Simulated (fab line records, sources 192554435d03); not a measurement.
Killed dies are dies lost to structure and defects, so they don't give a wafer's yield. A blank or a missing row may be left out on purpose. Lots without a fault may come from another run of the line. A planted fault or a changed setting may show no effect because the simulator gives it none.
Which tool did it? | flow n5_finfet | 9 lots, 27 wafers sampled, at 3 steps of a route of 1938

WHAT THE GAUGES READ, wafer by wafer
N5_DUMMY_REMOVAL_INSPECT_06: inspects for defects (brightfield).
lot  | measured    | on                | raw_defect_count
L146 | day 3 23:23 | defect_inspect-01 | 8 7 13
L147 | day 4 05:19 | defect_inspect-01 | 9 6 5
L148 | day 4 09:28 | defect_inspect-01 | 25 14 17
L154 | day 6 00:31 | defect_inspect-02 | 14 20 4
L156 | day 6 11:58 | defect_inspect-01 | 10 16 11
L158 | day 7 02:41 | defect_inspect-01 | 16 834 814
L159 | day 7 09:35 | defect_inspect-02 | 791 9 752
L165 | day 8 14:41 | defect_inspect-02 | 21 5 10
L166 | day 8 22:12 | defect_inspect-02 | 17 7 11

WHICH TOOL RAN EACH LOT (tool, then ch and the chambers of the sampled wafers, then the start)
lot  | N5_SDB_CMP_30                | N5_DUMMY_REMOVAL_HM_STRIP_01
L146 | cmp-02 ch 0,1,3, day 3 22:25 | rie_diel-01 ch 1,2,3, day 3 23:11
L147 | cmp-03 ch 1,2, day 4 04:46   | rie_diel-01 ch 1,2,3, day 4 05:07
L148 | cmp-02 ch 0,1, day 4 08:58   | rie_diel-01 ch 1,2,3, day 4 09:17
L154 | cmp-01 ch 0,1, day 5 23:57   | rie_diel-01 ch 0,1,2, day 6 00:19
L156 | cmp-02 ch 0,1,2, day 6 11:24 | rie_diel-01 ch 0,2,3, day 6 11:46
L158 | cmp-03 ch 0,1,3, day 7 02:06 | rie_diel-01 ch 2,3, day 7 02:29
L159 | cmp-01 ch 1,2,3, day 7 08:58 | rie_diel-01 ch 2,3, day 7 09:23
L165 | cmp-03 ch 1,2, day 8 14:07   | rie_diel-06 ch 2,3, day 8 14:29
L166 | cmp-02 ch 0,2,3, day 8 21:37 | rie_diel-03 ch 0,2,3, day 8 21:58
- N5_SDB_CMP_30: polishes, stops on poly-Si, t overpolish 1.54 s, target thk 30 nm.
- N5_DUMMY_REMOVAL_HM_STRIP_01: strips SiNx in CH3F/O2, stops on poly-Si, target depth 4 nm, time 6.8 s.

THE ANSWER, worked out from the rows above alone
Rule: what is usual is taken from the lots themselves. Put in order of their means at a reading, lots are off if they are a third of the lots or fewer, leave a main group of 4 or more, and stand apart from it by a gap of 3 or more times the standard deviation of the main group's means; of several such gaps the widest counts. A main group whose means are all the same, to the digits that the tables above print for the reading, isn't used. A lot without any number at a reading at which 4 lots or more have one is off too. The other lots that the step has rows for count as sound.
Off: L158, L159, at N5_DUMMY_REMOVAL_INSPECT_06 (raw_defect_count). The main group: mean 12, standard deviation 3.4.
A tool fits if, at a process step before that reading, it ran every lot that is off, and no sound lot after the first of them. The gauges at N5_DUMMY_REMOVAL_INSPECT_06 are tried like those tools. One fits: rie_diel-01 at N5_DUMMY_REMOVAL_HM_STRIP_01. Its last sound lot is L156 (day 6 11:46), its first lot that is off L158 (day 7 02:29): a fault that began between those two fits.

WHAT THE SIMULATOR HAD PUT IN
Chamber particle source: rie_diel-01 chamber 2, from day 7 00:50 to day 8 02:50, at N5_DUMMY_REMOVAL_HM_STRIP_01. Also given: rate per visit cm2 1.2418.
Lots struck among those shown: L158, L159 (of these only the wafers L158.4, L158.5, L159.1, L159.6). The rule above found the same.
